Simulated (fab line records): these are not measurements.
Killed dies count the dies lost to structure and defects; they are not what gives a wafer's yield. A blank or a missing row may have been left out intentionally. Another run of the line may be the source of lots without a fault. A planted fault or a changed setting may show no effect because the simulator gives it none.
Which of the tools did it? / flow nand harc / Sampling: 12 lots, 36 wafers, 2 of 1302 route steps

## WHAT EACH GAUGE READ, for each wafer
NHARC_A_CONTACT_CD_MEAS_08 targets a cd of 200 nm.
lot=L075; measured=day 22 16:57; on=cd sem-01; cd nm (nm)=200.1 201.0 200.7
lot=L077; measured=day 23 08:17; on=cd sem-03; cd nm (nm)=200.1 200.2 200.1
lot=L079; measured=day 23 18:28; on=cd sem-03; cd nm (nm)=199.9 200.3 200.0
lot=L080; measured=day 25 07:28; on=cd sem-01; cd nm (nm)=199.6 199.3 199.7
lot=L082; measured=day 26 07:39; on=cd sem-02; cd nm (nm)=200.1 199.5 200.0
lot=L086; measured=day 27 09:22; on=cd sem-03; cd nm (nm)=199.6 200.6 199.8
lot=L087; measured=day 27 18:58; on=cd sem-02; cd nm (nm)=200.0 199.6 199.8
lot=L089; measured=day 28 08:40; on=cd sem-03; cd nm (nm)=200.6 200.5 199.8
lot=L092; measured=day 29 18:16; on=cd sem-03; cd nm (nm)=200.0 199.6 200.1
lot=L093; measured=day 30 00:02; on=cd sem-01; cd nm (nm)=199.3 199.7 199.8
lot=L095; measured=day 30 18:57; on=cd sem-01; cd nm (nm)=199.1 199.7 199.9
lot=L097; measured=day 32 01:04; on=cd sem-03; cd nm (nm)=200.4 199.9 199.9

## TOOL THAT RAN EACH LOT (tool first, then ch and the chambers of the sampled wafers, then the start)
lot=L075; NHARC_A_CONTACT_DEP_85=pecvd-03 ch 0,1,2, day 22 16:15
lot=L077; NHARC_A_CONTACT_DEP_85=pecvd-02 ch 0,1, day 23 07:32
lot=L079; NHARC_A_CONTACT_DEP_85=pecvd-02 ch 0,1,2, day 23 17:44
lot=L080; NHARC_A_CONTACT_DEP_85=pecvd-02 ch 0,1,2, day 25 06:46
lot=L082; NHARC_A_CONTACT_DEP_85=pecvd-02 ch 0,1,2, day 26 07:08
lot=L086; NHARC_A_CONTACT_DEP_85=pecvd-02 ch 0,1, day 27 08:42
lot=L087; NHARC_A_CONTACT_DEP_85=pecvd-02 ch 0,1,2, day 27 18:15
lot=L089; NHARC_A_CONTACT_DEP_85=pecvd-01 ch 0,1,2, day 28 08:07
lot=L092; NHARC_A_CONTACT_DEP_85=pecvd-02 ch 1,2, day 29 17:27
lot=L093; NHARC_A_CONTACT_DEP_85=pecvd-03 ch 0,1,2, day 29 23:26
lot=L095; NHARC_A_CONTACT_DEP_85=pecvd-03 ch 1,2, day 30 18:14
lot=L097; NHARC_A_CONTACT_DEP_85=pecvd-02 ch 0,1, day 32 00:31
- NHARC_A_CONTACT_DEP_85: deposits SiON, target thk 60 nm.

## THE ANSWER, worked out from the rows above alone
Rule: the usual values come from the lots themselves. The widest of any qualifying gaps counts: lots, ordered by their means at a reading, are off when they make up no more than a third of the lots, leave a main group of 4 or more, and stand apart from it by 3 or more times the standard deviation of that group's means. The tables above print the reading to a certain number of digits; a main group whose means all agree to those digits is not used. A lot without any number at a reading at which 4 lots or more have one is off too. Any other lot the step has rows for is counted as sound.
None of the lots is off at any reading shown; this tells nothing.

## WHAT THE SIMULATOR PUT IN
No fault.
